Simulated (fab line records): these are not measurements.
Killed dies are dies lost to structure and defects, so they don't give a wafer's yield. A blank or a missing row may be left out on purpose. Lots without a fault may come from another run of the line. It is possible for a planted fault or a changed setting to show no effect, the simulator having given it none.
Matching of chambers / flow nand harc / 4 sister chambers for NHARC_A_M1_ETCH_35 on rie diel-06
The step etches the open film in N2/H2, target depth 40 nm, overetch 12 nm, time 43.94 s. 14 wafers are shown with their chamber, then 7 later ones without.

WAFERS, EACH WITH ITS CHAMBER
wafer=L077.1; chamber=3; showerhead plenum p Torr (Torr)=2.14; drypump motor current A (A)=5.5; rf vpp V (V)=433.0
wafer=L077.4; chamber=2; showerhead plenum p Torr (Torr)=1.95; drypump motor current A (A)=5.3; rf vpp V (V)=428.4
wafer=L077.6; chamber=0; showerhead plenum p Torr (Torr)=2.18; drypump motor current A (A)=5.8; rf vpp V (V)=434.8
wafer=L079.1; chamber=0; showerhead plenum p Torr (Torr)=2.18; drypump motor current A (A)=5.8; rf vpp V (V)=434.7
wafer=L079.3; chamber=2; showerhead plenum p Torr (Torr)=1.95; drypump motor current A (A)=5.3; rf vpp V (V)=429.4
wafer=L079.6; chamber=1; showerhead plenum p Torr (Torr)=2.09; drypump motor current A (A)=6.4; rf vpp V (V)=431.7
wafer=L085.2; chamber=1; showerhead plenum p Torr (Torr)=2.09; drypump motor current A (A)=6.4; rf vpp V (V)=429.7
wafer=L085.3; chamber=2; showerhead plenum p Torr (Torr)=1.95; drypump motor current A (A)=5.3; rf vpp V (V)=428.6
wafer=L085.4; chamber=3; showerhead plenum p Torr (Torr)=2.14; drypump motor current A (A)=5.4; rf vpp V (V)=434.0
wafer=L087.1; chamber=2; showerhead plenum p Torr (Torr)=1.94; drypump motor current A (A)=5.3; rf vpp V (V)=428.0
wafer=L087.4; chamber=3; showerhead plenum p Torr (Torr)=2.14; drypump motor current A (A)=5.4; rf vpp V (V)=432.8
wafer=L087.5; chamber=3; showerhead plenum p Torr (Torr)=2.14; drypump motor current A (A)=5.4; rf vpp V (V)=432.2
wafer=L091.1; chamber=1; showerhead plenum p Torr (Torr)=2.09; drypump motor current A (A)=6.4; rf vpp V (V)=433.3
wafer=L091.3; chamber=3; showerhead plenum p Torr (Torr)=2.14; drypump motor current A (A)=5.4; rf vpp V (V)=432.1

SIGNATURES (means of the wafers above)
reading=showerhead plenum p Torr; chamber 0=2.1800; chamber 1=2.0900; chamber 2=1.9475; chamber 3=2.1400; scatter within a chamber=0.00274
reading=drypump motor current A; chamber 0=5.800; chamber 1=6.400; chamber 2=5.300; chamber 3=5.420; scatter within a chamber=0.0283
reading=rf vpp V; chamber 0=434.750; chamber 1=431.567; chamber 2=428.600; chamber 3=432.820; scatter within a chamber=0.994
Rule: distance of a wafer from a chamber = root of the sum over the readings of ((wafer's reading minus chamber's mean) / reading's scatter) squared. The wafer belongs to the nearest chamber; if the next one is less than 2 further off, it can't be placed. The scatter: the root of (the sum of the squares of (reading less its chamber's mean) over the shown wafers, divided by (wafers less chambers)).

WAFERS WITHOUT THEIR CHAMBER
wafer=L091.4; showerhead plenum p Torr (Torr)=2.17; drypump motor current A (A)=5.8; rf vpp V (V)=433.5
wafer=L097.3; showerhead plenum p Torr (Torr)=2.17; drypump motor current A (A)=5.8; rf vpp V (V)=432.8
wafer=L097.5; showerhead plenum p Torr (Torr)=2.09; drypump motor current A (A)=6.4; rf vpp V (V)=430.7
wafer=L097.6; showerhead plenum p Torr (Torr)=2.17; drypump motor current A (A)=5.8; rf vpp V (V)=433.3
wafer=L096.1; showerhead plenum p Torr (Torr)=1.94; drypump motor current A (A)=5.3; rf vpp V (V)=427.7
wafer=L096.3; showerhead plenum p Torr (Torr)=2.09; drypump motor current A (A)=6.4; rf vpp V (V)=430.9
wafer=L096.4; showerhead plenum p Torr (Torr)=2.14; drypump motor current A (A)=5.4; rf vpp V (V)=432.7

WHICH CHAMBER EACH WENT THROUGH
wafer=L091.4; from the rows above=0; in truth=0
wafer=L097.3; from the rows above=0; in truth=0
wafer=L097.5; from the rows above=1; in truth=1
wafer=L097.6; from the rows above=0; in truth=0
wafer=L096.1; from the rows above=2; in truth=2
wafer=L096.3; from the rows above=1; in truth=1
wafer=L096.4; from the rows above=3; in truth=3
Placed correctly: 7 of 7. Not placeable from these rows: 0. Wrongly placed: 0.
